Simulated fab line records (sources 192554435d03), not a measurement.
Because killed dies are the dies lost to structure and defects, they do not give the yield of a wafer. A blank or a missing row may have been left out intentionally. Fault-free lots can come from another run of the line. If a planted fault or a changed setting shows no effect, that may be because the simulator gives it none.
Matching of chambers    flow n5_finfet    4 sister chambers for N5_BEOL_M5_ETCH_61 on rie_diel-03
The step etches SiARC in CF4, target depth 15.6 nm, time 26 s. 22 wafers are shown with their chamber, then 11 later ones without.

== WAFERS WITH THEIR CHAMBER ==
wafer   chamber  showerhead_plenum_p_Torr (Torr)  drypump_motor_current_A (A)  throttle_valve_pct (%)
L078.3  3        2.04                             5.0                          15.82
L078.5  2        2.14                             5.6                          16.07
L078.6  3        2.04                             5.0                          15.80
L081.2  3        2.04                             5.0                          15.82
L081.4  2        2.13                             5.6                          16.08
L081.5  1        2.10                             5.7                          16.15
L084.1  2        2.13                             5.6                          16.08
L084.2  0        2.15                             6.0                          15.49
L084.3  1        2.10                             5.6                          16.19
L084.4  1        2.10                             5.6                          16.16
L084.5  2        2.13                             5.6                          16.08
L084.6  0        2.15                             6.0                          15.49
L091.2  1        2.10                             5.6                          15.68
L091.3  3        2.04                             5.0                          15.86
L091.6  3        2.04                             5.0                          15.85
L092.2  2        2.13                             5.6                          16.11
L092.3  0        2.15                             6.0                          15.52
L092.4  3        2.04                             5.0                          15.84
L094.1  0        2.15                             6.0                          15.52
L094.2  2        2.13                             5.6                          16.13
L094.4  3        2.04                             5.0                          15.87
L093.1  2        2.13                             5.6                          16.11

SIGNATURES (averages over the wafers above)
reading                   chamber 0  chamber 1  chamber 2  chamber 3  scatter within a chamber
showerhead_plenum_p_Torr  2.1500     2.1000     2.1314     2.0400     0.00218
drypump_motor_current_A   6.000      5.625      5.600      5.000      0.0204
throttle_valve_pct        15.5050    16.0450    16.0943    15.8371    0.102
Rule: a wafer lies at a distance from a chamber equal to the root of the sum of squares, over the readings, of (its reading less the chamber's mean, divided by the reading's scatter). If the next closest chamber is less than 2 further off than the closest, the wafer can't be placed; otherwise it belongs to the closest. The scatter: take each reading less its chamber's mean, square it, sum over the shown wafers, divide by the number of wafers less the number of chambers, and take the root.

== WAFERS WITHOUT THEIR CHAMBER ==
wafer   showerhead_plenum_p_Torr (Torr)  drypump_motor_current_A (A)  throttle_valve_pct (%)
L093.2  2.10                             5.6                          15.70
L093.4  2.15                             6.0                          15.52
L096.1  2.09                             5.7                          15.72
L096.2  2.12                             5.6                          16.13
L096.3  2.03                             5.0                          15.86
L096.4  2.15                             6.0                          15.56
L096.5  2.09                             5.7                          15.71
L096.6  2.15                             6.0                          15.55
L097.1  2.12                             5.6                          16.14
L097.4  2.15                             6.0                          15.54
L097.5  2.15                             6.0                          15.56

== CHAMBER TAKEN BY EACH ==
wafer   from the rows above  in truth
L093.2  1                    1
L093.4  0                    0
L096.1  1                    1
L096.2  2                    2
L096.3  3                    3
L096.4  0                    0
L096.5  1                    1
L096.6  0                    0
L097.1  2                    2
L097.4  0                    0
L097.5  0                    0
11 of 11 placed correctly. Left unplaced by these rows: 0. Placed wrongly: 0.
